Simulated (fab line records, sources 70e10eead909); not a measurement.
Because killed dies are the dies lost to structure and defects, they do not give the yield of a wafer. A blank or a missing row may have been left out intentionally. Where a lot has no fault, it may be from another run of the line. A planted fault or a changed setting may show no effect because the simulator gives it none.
fab line records ; flow nandHarc ; part 2 of 2: steps 4 to 6 of 6
record lots=21; wafers=63; lastDay=34
route steps=1302 shown A_STAIRCASE@670
lots that met no fault: taken from a fault-free run of the same line
startH: hours from the record's first day to the start of the lot's first wafer shown ; waitH: how many hours have passed since the lot's step before this one ; " identical to the entry in the row above ; L1.1+2: one row covering several wafers at once ; - no value present, or no start provided ; * or withheld: withheld ; < > ~ a bound
route shown NAME@n: NAME is a module with steps in the file, n the number in the route of the first one ; usual: mean/standard deviation of fault-free wafers ; same: alike in all rows ; chamber/n: place in a boat ; sites: each site's reading ; _std_site: standard deviation across them ; _edge_site: outer sites' mean less inner sites' ; radiusMm: for every site, how far away it sits from the centre of the wafer ; mask NAME#n: copy n ; behind: the last tool/chamber to shape the wafer ; hold: why the lot was held/for how many hours/how that ended ; device: names the non-switching transistor (n, p or np) ; end of line: at the end of the route, the tests of the same wafers ; a step with no rows: only its recipe ; killed: count of dies lost to structure and defects at first sort (not the wafer's yield) ; map: shows each die of a wafer: x if killed, . if not, _ if none is there
set.NAME: the setting the step ran with; set.NAME@STEP: the setting that earlier step ran with ; model.NAME: the simulator's own value behind a step, which no gauge read
one table for each step of the route and one row for each wafer, over a sample of lots
services: a tool's chamber out of use, with start hour (startH, from the record's first day; less than 0 if before it), hours out, and reason
## steps
# step NHARC_A_STAIRCASE_TRIM_187
# recipe timeS=211.2; o2FlowSccm=500; arFlowSccm=0; biasW=0; chemistry=O2
# usual drypumpMotorCurrentA=5.8/0.42; mfcArSccm=0.006/0.0092; oesProductAu=1.001/0.0098; rfVppV=57.7/0.93; showerheadPlenumPTorr=3.50/0.16; throttleValvePct=17.037/0.01
# same timeS=211.2
lot.wafer;tool;chamber;startH;waitH;drypumpMotorCurrentA;mfcArSccm;oesProductAu;rfHoursCounterH;rfVppV;showerheadPlenumPTorr;throttleValvePct
L075.4;rieDiel-08;0;360.81;0.1;6.0;0;0.994;57;58.3;3.75;17.037
L075.6;rieDiel-08;0;360.81;0.1;6.0;0;0.987;-;57.0;3.75;17.035
L075.5;rieDiel-08;1;360.81;0.1;6.6;0;1.008;-;57.3;3.47;17.039
L074.2;rieDiel-07;3;364.09;0.1;5.5;0;0.987;15;56.6;3.39;17.036
L074.1;rieDiel-07;0;364.09;0.1;6.0;0;0.986;15;56.7;3.32;17.051
L074.4;rieDiel-07;1;364.09;0.1;5.3;0.000;0.995;11;58.0;3.64;17.046
L077.1;rieDiel-07;1;395.49;0.1;5.3;0.000;0.994;19;57.3;3.63;17.048
L077.3;rieDiel-07;0;395.49;0.1;6.0;0;0.987;24;57.5;3.32;17.027
L077.5;rieDiel-07;1;395.49;0.1;5.3;0.000;0.990;-;57.4;3.63;17.020
L079.2;rieDiel-07;3;406.91;0.1;5.5;0;0.985;33;58.8;3.39;17.033
L079.4;rieDiel-07;0;406.91;0.1;6.0;0;0.990;29;58.3;3.32;17.039
L079.6;rieDiel-07;0;406.91;0.1;6.0;0;0.990;-;58.0;3.32;17.032
L080.4;rieDiel-08;1;433.28;0.1;6.7;0;1.020;14;57.3;3.46;17.018
L080.6;rieDiel-08;2;433.28;0.1;6.6;0;1.001;-;58.7;3.66;17.034
L080.5;rieDiel-08;3;433.28;0.1;5.7;0;0.997;-;56.9;3.39;17.041
L081.2;rieDiel-10;1;434.64;0.1;5.3;0;0.989;2;57.6;3.56;17.060
L081.1;rieDiel-10;2;434.64;0.1;5.5;0.006;1.011;2;58.5;3.32;17.061
L081.4;rieDiel-10;2;434.64;0.1;5.5;0.006;1.015;-;56.8;3.32;17.030
L082.1;rieDiel-08;3;435.09;0.1;5.7;0;1.007;15;58.8;3.39;17.037
L082.3;rieDiel-08;1;435.09;0.1;6.6;0;1.017;15;56.6;3.46;17.030
L082.5;rieDiel-08;3;435.09;0.1;5.7;0;1.000;-;57.4;3.39;17.025
L083.4;rieDiel-10;0;454.42;0.1;5.5;0.010;1.000;9;58.6;3.39;17.038
L083.3;rieDiel-10;1;454.42;0.1;5.3;0;0.997;8;58.0;3.56;17.019
L083.5;rieDiel-10;3;454.42;0.1;5.5;0.019;1.016;-;57.4;3.36;17.034
L084.4;rieDiel-10;0;475.78;0.1;5.5;0.010;1.004;16;57.3;3.39;17.019
L084.2;rieDiel-10;2;475.78;0.1;5.6;0.006;1.010;16;57.8;3.31;17.044
L084.6;rieDiel-10;3;475.78;0.1;5.4;0.019;0.998;-;57.9;3.35;17.024
L086.1;rieDiel-10;0;477.47;0.1;5.5;0.010;1.016;17;56.3;3.39;17.060
L086.2;rieDiel-10;1;477.47;0.1;5.3;0;1.001;16;57.5;3.55;17.035
L086.6;rieDiel-10;1;477.47;0.1;5.3;0;1.004;-;59.4;3.55;17.050
L085.3;rieDiel-08;0;480.64;0.1;6.0;0;1.007;30;59.7;3.73;17.047
L085.5;rieDiel-08;0;480.64;0.1;6.0;0;0.988;-;58.6;3.73;17.047
L085.6;rieDiel-08;1;480.64;0.1;6.6;0;1.019;-;57.3;3.45;17.024
L087.1;rieDiel-08;2;488.67;0.1;6.5;0;1.002;34;57.6;3.65;17.029
L087.4;rieDiel-08;3;488.67;0.1;5.7;0;0.998;34;57.5;3.38;17.044
L087.2;rieDiel-08;1;488.67;0.1;6.6;0;1.017;33;57.2;3.45;17.039
L088.2;rieDiel-10;3;507.75;0.1;5.5;0.019;1.010;23;56.9;3.35;17.030
L088.6;rieDiel-10;1;507.75;0.1;5.3;0;0.989;-;58.6;3.55;17.039
L088.5;rieDiel-10;2;507.75;0.1;5.5;0.006;1.007;-;56.9;3.31;17.037
L089.1;rieDiel-07;2;508.11;0.1;6.2;0.030;1.002;7;58.0;3.77;17.030
L089.2;rieDiel-07;3;508.11;0.1;5.4;0;0.992;6;58.8;3.37;17.031
L089.4;rieDiel-07;0;508.11;0.1;6.0;0;1.000;6;57.7;3.30;17.036
L091.2;rieDiel-08;2;517.53;0.1;6.5;0;1.006;45;58.9;3.65;17.043
L091.1;rieDiel-08;0;517.53;0.1;6.0;0;1.009;42;57.9;3.72;17.049
L091.4;rieDiel-08;1;517.53;0.1;6.6;0;1.016;43;57.1;3.45;17.056
L090.3;rieDiel-08;1;519.84;0.1;6.6;0;1.015;44;58.1;3.45;17.030
L090.6;rieDiel-08;3;519.84;0.1;5.7;0;0.993;-;57.6;3.38;17.017
L090.5;rieDiel-08;0;519.84;0.1;6.0;0;0.996;-;58.5;3.72;17.020
L093.4;rieDiel-07;1;537.99;0.1;5.3;0.000;0.994;21;58.6;3.61;17.034
L093.6;rieDiel-07;1;537.99;0.1;5.3;0.000;1.002;-;57.5;3.61;17.043
L093.5;rieDiel-07;2;537.99;0.1;6.2;0.030;1.001;-;58.1;3.77;17.034
L092.2;rieDiel-10;0;543.40;0.1;5.5;0.010;1.006;34;56.7;3.38;17.037
L092.1;rieDiel-10;2;543.40;0.1;5.6;0.006;1.015;35;56.4;3.30;17.041
L092.3;rieDiel-10;3;543.40;0.1;5.5;0.019;1.005;31;58.8;3.34;17.030
L095.2;rieDiel-10;3;585.76;0.1;5.5;0.019;0.999;49;56.9;3.34;17.039
L095.1;rieDiel-10;1;585.76;0.1;5.3;0;1.004;59;57.3;3.53;17.024
L095.6;rieDiel-10;3;585.76;0.1;5.4;0.019;1.004;-;58.9;3.33;17.042
L096.1;rieDiel-08;0;588.14;0.6;5.9;0;0.991;13;58.6;3.71;17.046
L096.2;rieDiel-08;2;588.14;0.6;6.6;0;1.006;6;57.4;3.64;17.038
L096.6;rieDiel-08;1;588.14;0.6;6.6;0;1.009;-;57.6;3.44;17.035
L097.3;rieDiel-07;1;594.42;0.1;5.3;0.000;0.990;34;57.3;3.60;17.039
L097.4;rieDiel-07;3;594.42;0.1;5.5;0;0.976;33;56.2;3.36;17.052
L097.5;rieDiel-07;1;594.42;0.1;5.3;0.000;0.979;-;58.3;3.60;17.035
# step NHARC_A_STAIRCASE_ETCH_190
# recipe targetDepthA=1000; timeS=40.5; ionEnergyEv=400; c4f8FlowSccm=20; o2FlowSccm=10; arFlowSccm=withheld; rfW=600; biasW=1000; chemistry=C4F8/O2
# usual oesProductAu=0.944/0.014; rfVppV=894/5.8
# same timeS=40.5
lot.wafer;tool;chamber;startH;waitH;oesProductAu;rfHoursCounterH;rfVppV
L075.4;rieDiel-08;0;-;-;0.938;57;902
L075.6;rieDiel-08;0;-;-;0.917;-;903
L075.5;rieDiel-08;1;-;-;0.930;-;895
L074.1;rieDiel-07;2;-;-;0.918;15;906
L074.4;rieDiel-07;3;-;-;0.950;15;891
L074.2;rieDiel-07;1;-;-;0.945;11;900
L077.1;rieDiel-07;2;-;-;0.924;25;905
L077.3;rieDiel-07;3;-;-;0.938;27;892
L077.5;rieDiel-07;1;-;-;0.930;-;898
L079.2;rieDiel-07;3;-;-;0.933;33;891
L079.4;rieDiel-07;2;-;-;0.925;31;904
L079.6;rieDiel-07;0;-;-;0.935;-;888
L080.4;rieDiel-08;1;-;-;0.956;14;893
L080.5;rieDiel-08;0;-;-;0.934;-;905
L080.6;rieDiel-08;1;-;-;0.959;-;894
L081.4;rieDiel-10;3;-;-;0.980;0;890
L081.2;rieDiel-10;0;-;-;0.961;2;890
L081.1;rieDiel-10;2;-;-;0.948;2;888
L082.1;rieDiel-08;2;-;-;0.951;16;900
L082.3;rieDiel-08;1;-;-;0.976;15;893
L082.5;rieDiel-08;2;-;-;0.949;-;901
L083.4;rieDiel-10;0;-;-;0.938;10;890
L083.3;rieDiel-10;1;-;-;0.940;9;896
L083.5;rieDiel-10;0;-;-;0.939;-;891
L084.4;rieDiel-10;2;-;-;0.959;16;888
L084.2;rieDiel-10;0;-;-;0.956;16;889
L084.6;rieDiel-10;2;-;-;0.962;-;887
L086.1;rieDiel-10;2;-;-;0.927;18;888
L086.2;rieDiel-10;0;-;-;0.925;18;890
L086.6;rieDiel-10;2;-;-;0.935;-;888
L085.3;rieDiel-08;1;-;-;0.956;31;893
L085.5;rieDiel-08;1;-;-;0.965;-;892
L085.6;rieDiel-08;2;-;-;0.948;-;900
L087.2;rieDiel-08;3;-;-;0.950;34;890
L087.1;rieDiel-08;1;-;-;0.964;33;893
L087.4;rieDiel-08;2;-;-;0.951;35;901
L088.2;rieDiel-10;1;-;-;0.947;24;897
L088.5;rieDiel-10;3;-;-;0.956;-;890
L088.6;rieDiel-10;0;-;-;0.952;-;891
L089.2;rieDiel-07;3;-;-;0.937;6;889
L089.1;rieDiel-07;0;-;-;0.936;6;888
L089.4;rieDiel-07;1;-;-;0.939;7;898
L091.2;rieDiel-08;2;-;-;0.942;45;900
L091.4;rieDiel-08;3;-;-;0.946;44;891
L091.1;rieDiel-08;0;-;-;0.967;42;902
L090.3;rieDiel-08;1;-;-;0.969;44;893
L090.5;rieDiel-08;1;-;-;0.960;-;892
L090.6;rieDiel-08;2;-;-;0.949;-;900
L093.4;rieDiel-07;0;-;-;0.942;19;888
L093.6;rieDiel-07;3;-;-;0.929;-;889
L093.5;rieDiel-07;0;-;-;0.932;-;888
L092.1;rieDiel-10;1;-;-;0.931;36;897
L092.2;rieDiel-10;3;-;-;0.968;31;888
L092.3;rieDiel-10;0;-;-;0.944;35;890
L095.2;rieDiel-10;2;-;-;0.955;59;888
L095.1;rieDiel-10;0;-;-;0.952;57;891
L095.6;rieDiel-10;3;-;-;0.954;-;889
L096.1;rieDiel-08;2;-;-;0.949;6;900
L096.2;rieDiel-08;0;-;-;0.921;13;902
L096.6;rieDiel-08;3;-;-;0.921;-;891
L097.4;rieDiel-07;1;-;-;0.933;34;899
L097.3;rieDiel-07;3;-;-;0.942;33;889
L097.5;rieDiel-07;1;-;-;0.929;-;898
# step NHARC_A_STAIRCASE_ETCH_199
# recipe targetDepthA=1000; timeS=40.5; ionEnergyEv=400; c4f8FlowSccm=20; o2FlowSccm=10; arFlowSccm=withheld; rfW=600; biasW=1000; chemistry=C4F8/O2
# usual oesProductAu=0.947/0.011; rfVppV=895/6.2
# same timeS=40.5
lot.wafer;tool;chamber;startH;waitH;oesProductAu;rfHoursCounterH;rfVppV
L075.4;rieDiel-08;0;-;-;0.945;58;903
L075.5;rieDiel-08;3;-;-;0.948;-;890
L075.6;rieDiel-08;0;-;-;0.933;-;902
L074.4;rieDiel-07;2;-;-;0.930;16;905
L074.1;rieDiel-07;3;-;-;0.933;16;890
L074.2;rieDiel-07;0;-;-;0.932;15;888
L077.1;rieDiel-07;0;-;-;0.944;25;888
L077.3;rieDiel-07;1;-;-;0.946;20;899
L077.5;rieDiel-07;3;-;-;0.942;-;890
L079.4;rieDiel-07;3;-;-;0.946;33;890
L079.2;rieDiel-07;0;-;-;0.929;29;889
L079.6;rieDiel-07;1;-;-;0.934;-;900
L080.4;rieDiel-08;3;-;-;0.944;15;892
L080.5;rieDiel-08;0;-;-;0.946;-;903
L080.6;rieDiel-08;1;-;-;0.969;-;893
L081.2;rieDiel-10;0;-;-;0.953;2;892
L081.1;rieDiel-10;2;-;-;0.959;2;888
L081.4;rieDiel-10;0;-;-;0.935;-;890
L082.1;rieDiel-08;1;-;-;0.945;15;894
L082.3;rieDiel-08;2;-;-;0.948;16;900
L082.5;rieDiel-08;0;-;-;0.934;-;905
L083.3;rieDiel-10;0;-;-;0.949;10;891
L083.4;rieDiel-10;2;-;-;0.960;8;887
L083.5;rieDiel-10;1;-;-;0.934;-;897
L084.2;rieDiel-10;0;-;-;0.951;18;890
L084.4;rieDiel-10;3;-;-;0.935;16;888
L084.6;rieDiel-10;0;-;-;0.939;-;891
L086.1;rieDiel-08;2;-;-;0.950;32;902
L086.2;rieDiel-08;1;-;-;0.955;31;894
L086.6;rieDiel-08;2;-;-;0.932;-;901
L085.3;rieDiel-08;2;-;-;0.961;33;901
L085.6;rieDiel-08;3;-;-;0.960;-;890
L085.5;rieDiel-08;0;-;-;0.968;-;903
L087.1;rieDiel-07;0;-;-;0.946;2;888
L087.2;rieDiel-07;1;-;-;0.970;2;900
L087.4;rieDiel-07;2;-;-;0.961;2;905
L088.2;rieDiel-10;0;-;-;0.958;26;891
L088.6;rieDiel-10;0;-;-;0.956;-;892
L088.5;rieDiel-10;1;-;-;0.949;-;897
L089.2;rieDiel-07;1;-;-;0.958;7;900
L089.1;rieDiel-07;2;-;-;0.950;7;905
L089.4;rieDiel-07;3;-;-;0.932;7;891
L091.4;rieDiel-08;0;-;-;0.954;42;903
L091.1;rieDiel-08;2;-;-;0.943;46;901
L091.2;rieDiel-08;3;-;-;0.953;45;891
L090.3;rieDiel-07;1;-;-;0.949;14;900
L090.5;rieDiel-07;0;-;-;0.964;-;888
L090.6;rieDiel-07;1;-;-;0.955;-;899
L093.4;rieDiel-07;0;-;-;0.962;19;886
L093.6;rieDiel-07;2;-;-;0.943;-;904
L093.5;rieDiel-07;3;-;-;0.943;-;890
L092.2;rieDiel-07;3;-;-;0.937;18;890
L092.3;rieDiel-07;0;-;-;0.969;21;887
L092.1;rieDiel-07;1;-;-;0.955;23;899
L095.2;rieDiel-07;2;-;-;0.959;33;903
L095.1;rieDiel-07;0;-;-;0.947;29;888
L095.6;rieDiel-07;2;-;-;0.954;-;904
L096.2;rieDiel-07;2;-;-;0.964;33;904
L096.1;rieDiel-07;0;-;-;0.965;30;888
L096.6;rieDiel-07;2;-;-;0.965;-;904
L097.3;rieDiel-07;0;-;-;0.945;32;887
L097.4;rieDiel-07;1;-;-;0.932;35;900
L097.5;rieDiel-07;0;-;-;0.942;-;887
## services
tool;chamber;startH;hours;kind
rieDiel-10;2;339.80;16.6;repair
rieDiel-07;1;342.47;4.8;repair
rieDiel-07;0;353.27;-;clean
rieDiel-07;1;353.27;-;clean
rieDiel-07;2;353.27;-;clean
rieDiel-07;3;353.27;-;clean
rieDiel-07;1;355.11;4.6;repair
rieDiel-08;-;369.81;9.0;pm
rieDiel-07;0;378.69;-;clean
rieDiel-07;1;378.69;-;clean
rieDiel-07;2;378.69;-;clean
rieDiel-07;3;378.69;-;clean
rieDiel-10;1;394.34;6.8;repair
rieDiel-07;0;403.19;-;clean
rieDiel-07;1;403.19;-;clean
rieDiel-07;2;403.19;-;clean
rieDiel-10;3;419.27;15.5;repair
rieDiel-10;-;420.36;9.0;pm
rieDiel-10;1;436.12;3.5;repair
rieDiel-07;-;473.60;9.0;pm
rieDiel-08;-;546.81;9.0;pm
rieDiel-08;1;569.81;4.9;repair
rieDiel-08;2;575.61;5.2;repair
rieDiel-08;3;575.88;4.1;repair
